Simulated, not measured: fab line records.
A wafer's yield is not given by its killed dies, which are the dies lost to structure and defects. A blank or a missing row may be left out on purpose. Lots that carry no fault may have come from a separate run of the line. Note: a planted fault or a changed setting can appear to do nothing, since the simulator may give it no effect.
Problem report, 8D (eight disciplines) form, completed by code + flow n5-finfet + the parts of the form that need people (team, actions taken, sign-off) are left out

1. PROBLEM STATEMENT
Mean of cd-nm at N5_BEOL_M8_CD_MEAS_11: 32.9 nm across 3 wafers in 3 lots; on wafers with no fault it is 38.4 nm (standard deviation 0.38). Relative to the usual mean, that is a shift of -15 standard deviations.
The step: target cd 38.5 nm.
Earliest sighting: wafer L255.5 on cd-sem-02 at day 13 22:38. The record holds 23 wafers of 8 lots with a number at this step. The rule behind "out" and "out of limits": a value lying over 4 standard deviations away from the usual mean. The other wafers with a number count as sound.

2. WHAT IT IS, WHAT IT ISN'T
| question                    | is                     | is not                                                                                |
|-----------------------------|------------------------|---------------------------------------------------------------------------------------|
| which readings at this step | cd-nm                  | -                                                                                     |
| which lots                  | L255, L256, L258       | L243, L245, L248, L259, L260                                                          |
| which wafers of those lots  | L255.5, L256.4, L258.4 | L255.2, L255.3, L256.1, L256.6, L258.2                                                |
| read on which gauges        | cd-sem-02, cd-sem-03   | cd-sem-01                                                                             |
| when                        | from day 13 22:38      | up to then (11 sound wafers); but 9 sound wafers of L256, L258, L259, L260 came after |

3. SUSPECTS, AND WHAT RULES EACH OUT
Counting: if a tool at a process step up to the reading ran every lot that is out, it stays a suspect. Sound lots after the first of them don't rule it out here, since some wafers of a struck lot are sound.
- the gauge at N5_BEOL_M8_CD_MEAS_11 is ruled out. Those wafers that are out were read across 2 gauges (cd-sem-02, cd-sem-03).
- litho-track-02 at N5_BEOL_M8_PEB_09 (peb time 60 s): kept. Every lot that is out went through it, the first being L255 (day 13 22:34); the last sound lot it ran before that was L248 (day 12 21:48).
Remaining after the count: litho-track-02 at N5_BEOL_M8_PEB_09.

4. THE CAUSE (what the simulator had put in)
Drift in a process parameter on litho-track-02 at N5_BEOL_M8_PEB_09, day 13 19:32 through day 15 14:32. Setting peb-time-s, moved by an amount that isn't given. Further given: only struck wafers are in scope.
Counting left only this tool.

5. SEQUENCE OF EFFECTS, ordered by route
Each row: a reading where the mean over the struck wafers with a number is more than 3 standard deviations away from the usual. Only readings for which the record gives a usual standard deviation are gone through. hours: the time from each lot's start at the first step in this table that gives one to its start at this step, as a median over the lots. sigmas: the change in usual standard deviations.
| hours | step                    | reading          | usual       | on struck wafers | change | sigmas |
|-------|-------------------------|------------------|-------------|------------------|--------|--------|
| 0     | N5_BEOL_M8_CD_MEAS_11   | cd-nm            | 38.4 nm     | 32.9             | -5.5   | -15    |
| 1     | N5_BEOL_M8_CD_MEAS_18   | cd-nm            | 39.9 nm     | 34.6             | -5.3   | -12    |
| 4     | N5_BEOL_M8_CD_MEAS_35   | cd-nm            | 39.9 nm     | 34.5             | -5.4   | -12    |
| 59    | N5_BEOL_M15_RC_MEAS_101 | SERP_M8          | 13.9 ohm/um | 18.7             | +4.8   | +10    |
| 59    | N5_BEOL_M15_RC_MEAS_101 | SERP_M8_max_site | 14.4 ohm/um | 19.6             | +5.2   | +9.3   |
Later measuring or inspecting steps at which every struck wafer that the step has a row for has a number for every such reading, and none has moved that far: N5_BEOL_M8_OVL_MEAS_12.

6. WHAT WOULD HAVE CAUGHT IT SOONER
3 hours passed between the start of the fault at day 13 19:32 and the first reading out of limits at a measuring or inspecting step in this record, taken at day 13 22:38.
Of the lots that are out (3), L256, L258 began N5_BEOL_M8_PEB_09 on litho-track-02 after day 13 22:38. A hold on the tool at that time would have spared those 2.
